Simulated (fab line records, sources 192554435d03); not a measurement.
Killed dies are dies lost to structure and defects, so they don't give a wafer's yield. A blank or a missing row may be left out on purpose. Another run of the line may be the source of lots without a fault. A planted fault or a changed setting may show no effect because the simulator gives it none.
Which tool was responsible?	flow n5_finfet	60 wafers from 20 lots sampled at 6 of the route's 1938 steps

== WHAT THE GAUGES SHOWED, per wafer ==
The record lacks any reading of a measuring or inspecting step that a usual standard deviation could be used to judge.

== TOOL THAT RAN EACH LOT (tool first, then ch and the chambers of the sampled wafers, then the start) ==
lot	N5_HKMG_FIN_DESCUM_53	N5_HKMG_FIN_STRIP_93	N5_HKMG_FIN_ALD_71	N5_GATE_CUT_ETCHBACK_30	N5_GATE_CUT_PECVD_57	N5_GATE_CUT_HM_DEP_46
L074	rie_diel-03 ch 2,3, day 4 12:10	rie_diel-03 ch 2,3, day 4 12:53	ald_metal-04 ch 0,2,3, day 4 17:59	rie_metal-03 ch 0,1, day 4 20:43	pecvd-03 ch 0,1,2, day 4 23:19	pecvd-04 ch 0,1,2, day 4 23:43
L075	rie_diel-01 ch 0,1,3, day 4 14:38	rie_diel-01 ch 0,1,3, day 4 15:22	ald_metal-01 ch 0,1,2, day 4 20:21	rie_metal-01 ch 0,1, day 4 22:55	pecvd-03 ch 0,1, day 5 01:46	pecvd-04 ch 0,1, day 5 02:10
L078	rie_diel-05 ch 2,3, day 4 22:21	rie_diel-05 ch 2,3, day 4 23:26	ald_metal-02 ch 0,2,3, day 5 04:14	rie_metal-03 ch 0,1, day 5 06:48	pecvd-01 ch 1,2, day 5 09:24	pecvd-04 ch 0,1, day 5 09:50
L080	rie_diel-05 ch 0,1,3, day 5 13:56	rie_diel-05 ch 0,1,3, day 5 14:40	ald_metal-04 ch 0,1,2, day 5 19:27	rie_metal-03 ch 0,1, day 5 22:13	pecvd-03 ch 1,2, day 6 00:50	pecvd-04 ch 0,1,2, day 6 01:14
L079	rie_diel-03 ch 0,2, day 5 14:33	rie_diel-03 ch 0,2, day 5 15:17	ald_metal-01 ch 0,2, day 5 20:17	rie_metal-02 ch 0, day 5 23:07	pecvd-03 ch 0,1,2, day 6 02:57	pecvd-04 ch 0,1,2, day 6 03:22
L081	rie_diel-05 ch 1,3, day 5 18:35	rie_diel-05 ch 1,3, day 5 19:19	ald_metal-04 ch 0,3, day 6 00:29	rie_metal-03 ch 0,1, day 6 03:19	pecvd-04 ch 0,1, day 6 05:55	pecvd-04 ch 0,2, day 6 06:19
L082	rie_diel-01 ch 0,2,3, day 6 02:58	rie_diel-01 ch 0,2,3, day 6 03:41	ald_metal-02 ch 0,1,2, day 6 08:31	rie_metal-01 ch 0,1, day 6 11:05	pecvd-03 ch 0,1,2, day 6 13:58	pecvd-03 ch 0,2, day 6 14:22
L083	rie_diel-05 ch 2, day 6 03:11	rie_diel-05 ch 2, day 6 04:16	ald_metal-01 ch 2,3, day 6 09:06	rie_metal-03 ch 0,1, day 6 11:40	pecvd-01 ch 0,1, day 6 14:49	pecvd-01 ch 1,2, day 6 15:13
L084	rie_diel-05 ch 0,3, day 6 10:03	rie_diel-05 ch 0,3, day 6 10:46	ald_metal-02 ch 1,2,3, day 6 15:42	rie_metal-03 ch 0,1, day 6 18:16	pecvd-04 ch 0,2, day 6 20:55	pecvd-03 ch 1,2, day 6 21:19
L085	rie_diel-05 ch 1,2, day 6 20:17	rie_diel-05 ch 1,2, day 6 21:01	ald_metal-01 ch 0,2,3, day 7 01:43	rie_metal-03 ch 1, day 7 04:19	pecvd-01 ch 0,1,2, day 7 06:55	pecvd-01 ch 0,1,2, day 7 07:19
L087	rie_diel-03 ch 0,2,3, day 7 06:23	rie_diel-03 ch 0,2,3, day 7 07:06	ald_metal-01 ch 0,2, day 7 11:54	rie_metal-03 ch 0,1, day 7 14:29	pecvd-03 ch 0,1,2, day 7 17:10	pecvd-01 ch 0,1,2, day 7 17:34
L088	rie_diel-01 ch 0,2, day 7 16:35	rie_diel-01 ch 0,2, day 7 17:19	ald_metal-02 ch 0,1,3, day 7 22:12	rie_metal-03 ch 0,1, day 8 00:47	pecvd-03 ch 0,1,2, day 8 03:26	pecvd-04 ch 0,2, day 8 03:50
L089	rie_diel-05 ch 0,1,2, day 8 00:25	rie_diel-05 ch 0,1,2, day 8 01:08	ald_metal-02 ch 0,2,3, day 8 06:11	rie_metal-02 ch 0, day 8 08:46	pecvd-01 ch 0,1, day 8 11:22	pecvd-03 ch 0,2, day 8 11:46
L090	rie_diel-01 ch 0,3, day 8 01:19	rie_diel-01 ch 0,3, day 8 02:03	ald_metal-04 ch 0,1,3, day 8 06:57	rie_metal-03 ch 0,1, day 8 09:32	pecvd-03 ch 0,2, day 8 13:13	pecvd-04 ch 0,1,2, day 8 13:37
L091	rie_diel-05 ch 0,3, day 8 05:05	rie_diel-05 ch 0,3, day 8 05:49	ald_metal-01 ch 1,2,3, day 8 10:43	rie_metal-01 ch 0,1, day 8 13:22	pecvd-01 ch 0,2, day 8 16:20	pecvd-03 ch 0,1,2, day 8 16:44
L092	rie_diel-03 ch 0,2,3, day 8 13:47	rie_diel-03 ch 0,2,3, day 8 14:31	ald_metal-01 ch 1,2,3, day 8 19:17	rie_metal-02 ch 0,1, day 8 21:57	pecvd-03 ch 0,2, day 9 00:41	pecvd-04 ch 0,1, day 9 01:05
L093	rie_diel-01 ch 0,1,2, day 8 22:28	rie_diel-01 ch 0,1,2, day 8 23:11	ald_metal-01 ch 1,2,3, day 9 03:56	rie_metal-03 ch 0, day 9 06:32	pecvd-03 ch 0,1,2, day 9 09:07	pecvd-01 ch 1,2, day 9 09:42
L095	rie_diel-01 ch 0,1, day 9 08:35	rie_diel-01 ch 0,1, day 9 09:18	ald_metal-01 ch 0,3, day 9 14:02	rie_metal-01 ch 0,1, day 9 16:47	pecvd-01 ch 1,2, day 9 19:22	pecvd-04 ch 1,2, day 9 19:47
L096	rie_diel-05 ch 2,3, day 9 13:40	rie_diel-05 ch 2,3, day 9 14:24	ald_metal-02 ch 0, day 9 19:20	rie_metal-01 ch 0,1, day 9 22:18	pecvd-01 ch 0,1,2, day 10 01:40	pecvd-03 ch 0,1, day 10 02:04
L097	rie_diel-01 ch 2,3, day 9 18:04	rie_diel-01 ch 2,3, day 9 18:47	ald_metal-04 ch 1,2, day 10 00:23	rie_metal-02 ch 0,1, day 10 03:08	pecvd-01 ch 1,2, day 10 05:44	pecvd-01 ch 0,1,2, day 10 06:08
- N5_HKMG_FIN_DESCUM_53: chemistry O2, time 7.9 s.
- N5_HKMG_FIN_STRIP_93: strips SOC in N2/H2, time 20 s.
- N5_HKMG_FIN_ALD_71: deposits TiN, target thk 1 nm, pulse time 1 s, purge time 3 s.
- N5_GATE_CUT_ETCHBACK_30: etches TiN in Cl2/Ar, target depth 3 nm.
- N5_GATE_CUT_PECVD_57: deposits SiNx from SiH4/NH3/N2, target thk 21 nm.
- N5_GATE_CUT_HM_DEP_46: deposits SiO2 from TEOS/O2, target thk 130 nm, time 26.6 s.

== AS READ BY THE TOOLS THEMSELVES (means over the sampled wafers that have a number; for cases with no such wafer, the mark the record gives instead) ==
N5_HKMG_FIN_DESCUM_53. Usual: drypump_motor_current_A 5.8 A, standard deviation 0.48; oes_product_au 0.80 a.u., standard deviation 0.087; rf_fwd_power_W 49.28 W, standard deviation 0.2; rf_vpp_V 242.9 V, standard deviation 1.5; showerhead_plenum_p_Torr 2.08 Torr, standard deviation 0.076; throttle_valve_pct 20.37 %, standard deviation 0.23.
lot	tool	drypump_motor_current_A (A)	oes_product_au (a.u.)	rf_fwd_power_W (W)	rf_vpp_V (V)	showerhead_plenum_p_Torr (Torr)	throttle_valve_pct (%)	flag
L074	rie_diel-03	6.3	0.86	49.45	243.3	2.14	20.62	
L075	rie_diel-01	5.9	0.84	49.32	241.5	2.00	20.24	
L078	rie_diel-05	5.6	0.74	49.39	244.5	2.15	20.50	
L080	rie_diel-05	5.7	0.74	49.22	242.7	2.08	20.34	
L079	rie_diel-03	6.5	0.88	49.45	243.6	2.10	20.43	
L081	rie_diel-05	5.7	0.67	49.19	242.2	2.06	20.45	
L082	rie_diel-01	5.6	0.76	49.06	241.2	2.03	20.38	
L083	rie_diel-05	5.6	0.76	49.35	244.3	2.19	20.56	
L084	rie_diel-05	5.4	0.72	49.26	242.4	2.08	20.33	
L085	rie_diel-05	5.8	0.83	49.20	243.7	2.14	20.44	
L087	rie_diel-03	6.1	0.80	49.32	243.1	2.10	20.61	
L088	rie_diel-01	5.7	0.73	49.06	243.0	2.10	20.48	
L089	rie_diel-05	5.7	0.84	49.18	242.6	2.11	20.32	
L090	rie_diel-01	5.8	0.78	49.24	241.3	1.98	20.45	
L091	rie_diel-05	5.4	0.91	49.37	242.8	2.07	20.08	
L092	rie_diel-03	6.1	0.79	49.43	243.0	2.10	20.63	
L093	rie_diel-01	6.0	0.77	49.18	242.7	2.07	20.37	
L095	rie_diel-01	6.3	0.83	49.20	242.2	2.04	20.27	
L096	rie_diel-05	5.6	0.84	49.37	242.8	2.09	20.24	
L097	rie_diel-01	5.2	0.73	49.50	242.3	1.99	20.31	

N5_HKMG_FIN_STRIP_93. Usual: for drypump_motor_current_A, 5.8 A with a standard deviation of 0.48; for n2_flow_sccm, 300.0 sccm with a standard deviation of 0.85; for oes_product_au, 0.81 a.u. with a standard deviation of 0.087; for rf_fwd_power_W, 495.6 W with a standard deviation of 1.8; for rf_vpp_V, 54.2 V with a standard deviation of 0.9; for showerhead_plenum_p_Torr, 3.34 Torr with a standard deviation of 0.12; for throttle_valve_pct, 18.9 % with a standard deviation of 0.3.
lot	tool	drypump_motor_current_A (A)	n2_flow_sccm (sccm)	oes_product_au (a.u.)	rf_fwd_power_W (W)	rf_vpp_V (V)	showerhead_plenum_p_Torr (Torr)	throttle_valve_pct (%)	flag
L074	rie_diel-03	6.4	300.3	0.86	495.8	55.1	3.44	19.0	
L075	rie_diel-01	5.9	300.7	0.83	496.5	54.7	3.22	18.6	
L078	rie_diel-05	5.6	299.8	0.75	496.5	54.6	3.43	19.0	
L080	rie_diel-05	5.7	300.2	0.76	495.6	54.3	3.33	19.0	
L079	rie_diel-03	6.5	299.1	0.89	496.0	53.8	3.38	19.0	
L081	rie_diel-05	5.8	301.2	0.68	494.1	54.5	3.29	19.0	
L082	rie_diel-01	5.6	300.2	0.75	494.4	54.9	3.26	18.8	
L083	rie_diel-05	5.6	300.7	0.77	495.5	54.3	3.50	19.1	
L084	rie_diel-05	5.5	301.2	0.74	496.9	53.9	3.33	18.9	
L085	rie_diel-05	5.8	299.8	0.84	495.1	53.7	3.42	19.0	
L087	rie_diel-03	6.1	299.6	0.81	495.6	54.9	3.38	19.3	
L088	rie_diel-01	5.7	299.9	0.73	491.5	54.5	3.39	19.0	
L089	rie_diel-05	5.7	299.9	0.86	496.9	53.7	3.39	19.0	
L090	rie_diel-01	5.9	300.0	0.77	494.1	53.8	3.17	18.7	
L091	rie_diel-05	5.4	300.1	0.92	496.6	54.5	3.32	18.6	
L092	rie_diel-03	6.1	299.9	0.79	497.3	53.5	3.38	19.3	
L093	rie_diel-01	6.0	299.7	0.77	495.1	54.6	3.33	18.9	
L095	rie_diel-01	6.4	300.2	0.82	494.9	53.0	3.27	18.8	
L096	rie_diel-05	5.6	300.1	0.86	495.7	54.4	3.35	18.7	
L097	rie_diel-01	5.2	299.1	0.73	495.4	53.0	3.20	18.7	

N5_HKMG_FIN_ALD_71. Usual: heater_power_w 881 W, standard deviation 87; precursor_pulse_height_rel 0.995, standard deviation 0.02.
lot	tool	heater_power_w (W)	precursor_pulse_height_rel	flag
L074	ald_metal-04	876	0.995	
L075	ald_metal-01	868	0.988	
L078	ald_metal-02	924	1.001	
L080	ald_metal-04	892	0.985	
L079	ald_metal-01	873	1.007	
L081	ald_metal-04	922	0.994	
L082	ald_metal-02	948	0.983	
L083	ald_metal-01	856	0.981	
L084	ald_metal-02	913	0.990	
L085	ald_metal-01	823	0.989	
L087	ald_metal-01	873	0.991	
L088	ald_metal-02	953	1.005	
L089	ald_metal-02	916	1.002	
L090	ald_metal-04	840	0.999	
L091	ald_metal-01	853	1.009	
L092	ald_metal-01	843	0.987	
L093	ald_metal-01	851	0.985	
L095	ald_metal-01	790	0.987	
L096	ald_metal-02	1014	0.987	
L097	ald_metal-04	846	1.008	

N5_GATE_CUT_ETCHBACK_30. Usual: drypump_motor_current_A 5.9 A, standard deviation 0.37; he_backside_leak_sccm 3.4 sccm, standard deviation 0.33; oes_product_au 0.79 a.u., standard deviation 0.097; rf_fwd_power_W 588.2 W, standard deviation 2.8; throttle_valve_pct 20.83 %, standard deviation 0.24.
lot	tool	drypump_motor_current_A (A)	he_backside_leak_sccm (sccm)	oes_product_au (a.u.)	rf_fwd_power_W (W)	throttle_valve_pct (%)	flag
L074	rie_metal-03	6.1	3.3	0.72	586.3	20.86	
L075	rie_metal-01	6.0	3.4	0.78	586.6	21.07	
L078	rie_metal-03	6.1	3.4	0.73	588.8	20.87	
L080	rie_metal-03	6.1	3.4	0.80	587.2	20.82	
L079	rie_metal-02	5.9	3.2	0.88	593.8	20.90	
L081	rie_metal-03	6.1	3.4	0.72	588.4	20.88	
L082	rie_metal-01	6.0	3.6	0.78	587.1	21.04	
L083	rie_metal-03	6.1	3.4	0.72	588.7	20.88	
L084	rie_metal-03	6.1	3.4	0.72	588.7	20.88	
L085	rie_metal-03	6.0	3.2	0.64	589.9	20.94	
L087	rie_metal-03	6.1	3.3	0.71	587.9	20.91	
L088	rie_metal-03	6.2	3.2	0.78	589.0	20.85	
L089	rie_metal-02	5.9	3.2	0.87	592.3	20.90	
L090	rie_metal-03	6.1	3.4	0.70	587.0	20.90	
L091	rie_metal-01	6.0	3.6	0.77	589.2	21.07	
L092	rie_metal-02	5.6	3.3	0.86	591.5	20.71	
L093	rie_metal-03	6.3	3.3	0.85	587.9	20.78	
L095	rie_metal-01	6.0	3.6	0.77	586.5	21.06	
L096	rie_metal-01	6.0	3.5	0.76	587.9	20.92	
L097	rie_metal-02	5.6	3.3	0.86	589.6	20.72	

N5_GATE_CUT_PECVD_57. Usual: heater_power_w 788 W, standard deviation 84; rf_fwd_power_W 297.6 W, standard deviation 0.9; showerhead_plenum_p_Torr 5.14 Torr, standard deviation 0.049; showerhead_vpp_V 1060 V, standard deviation 45; throttle_valve_pct 39.3 %, standard deviation 1.9.
lot	tool	heater_power_w (W)	rf_fwd_power_W (W)	showerhead_plenum_p_Torr (Torr)	showerhead_vpp_V (V)	throttle_valve_pct (%)	flag
L074	pecvd-03	702	297.2	5.14	1065	39.9	
L075	pecvd-03	787	297.4	5.12	1063	40.0	
L078	pecvd-01	845	297.3	5.13	1024	36.8	
L080	pecvd-03	782	297.4	5.18	1063	39.9	
L079	pecvd-03	722	298.3	5.15	1060	40.0	
L081	pecvd-04	930	297.0	5.11	1149	41.8	
L082	pecvd-03	778	297.6	5.15	1059	40.2	
L083	pecvd-01	815	298.2	5.11	1062	38.2	
L084	pecvd-04	846	297.3	5.12	1146	39.9	
L085	pecvd-01	819	298.6	5.12	1052	38.1	
L087	pecvd-03	767	297.0	5.15	1075	39.9	
L088	pecvd-03	773	296.8	5.15	1078	40.0	
L089	pecvd-01	831	297.9	5.11	1052	38.3	
L090	pecvd-03	785	298.3	5.15	1038	39.8	
L091	pecvd-01	787	298.0	5.10	1078	39.1	
L092	pecvd-03	739	297.8	5.16	1041	39.8	
L093	pecvd-03	737	297.7	5.15	1063	40.1	
L095	pecvd-01	817	297.3	5.12	1020	36.9	
L096	pecvd-01	811	298.6	5.11	1054	38.1	
L097	pecvd-01	836	298.2	5.13	1012	36.8	

N5_GATE_CUT_HM_DEP_46. Usual: heater_power_w 607 W, standard deviation 95; rf_fwd_power_W 891 W, standard deviation 3.7; showerhead_plenum_p_Torr 8.35 Torr, standard deviation 0.038; showerhead_vpp_V 1859 V, standard deviation 100; throttle_valve_pct 18.7 %, standard deviation 1.1.
lot	tool	heater_power_w (W)	rf_fwd_power_W (W)	showerhead_plenum_p_Torr (Torr)	showerhead_vpp_V (V)	throttle_valve_pct (%)	flag
L074	pecvd-04	601	890	8.36	1864	19.5	
L075	pecvd-04	728	892	8.34	1982	19.4	
L078	pecvd-04	750	893	8.36	1916	20.2	
L080	pecvd-04	610	888	8.37	1893	19.5	
L079	pecvd-04	667	892	8.37	1864	19.4	
L081	pecvd-04	637	890	8.33	1983	18.7	
L082	pecvd-03	472	890	8.36	1792	18.5	
L083	pecvd-01	535	896	8.33	1793	17.5	
L084	pecvd-03	547	887	8.36	1879	18.7	
L085	pecvd-01	625	894	8.33	1833	17.8	
L087	pecvd-01	562	895	8.34	1826	17.8	
L088	pecvd-04	559	887	8.38	1873	18.7	
L089	pecvd-03	553	891	8.35	1811	18.6	
L090	pecvd-04	696	889	8.38	1905	19.5	
L091	pecvd-03	592	892	8.35	1851	18.7	
L092	pecvd-04	719	891	8.33	1966	19.4	
L093	pecvd-01	542	893	8.32	1807	17.8	
L095	pecvd-04	716	893	8.39	1801	20.3	
L096	pecvd-03	575	889	8.35	1886	18.5	
L097	pecvd-01	620	894	8.34	1796	17.8	

== THE ANSWER, worked out from the rows above alone ==
Rule: a lot is off if the mean of its wafers that have a number lies more than 3 standard deviations from the usual mean. Also off: a lot with no number at a reading for which 4 or more lots have one. The other lots that the step has rows for count as sound. After the gauges, taken in route order, come the tools' own readings; for these a lot's mean is taken, as printed above. At the first step where some lot is off, the reading lying furthest off is the one used; lots without a number count as furthest.
Across all readings shown, no lot is off: no conclusion can be drawn from this.

== WHAT THE SIMULATOR HAD INSERTED ==
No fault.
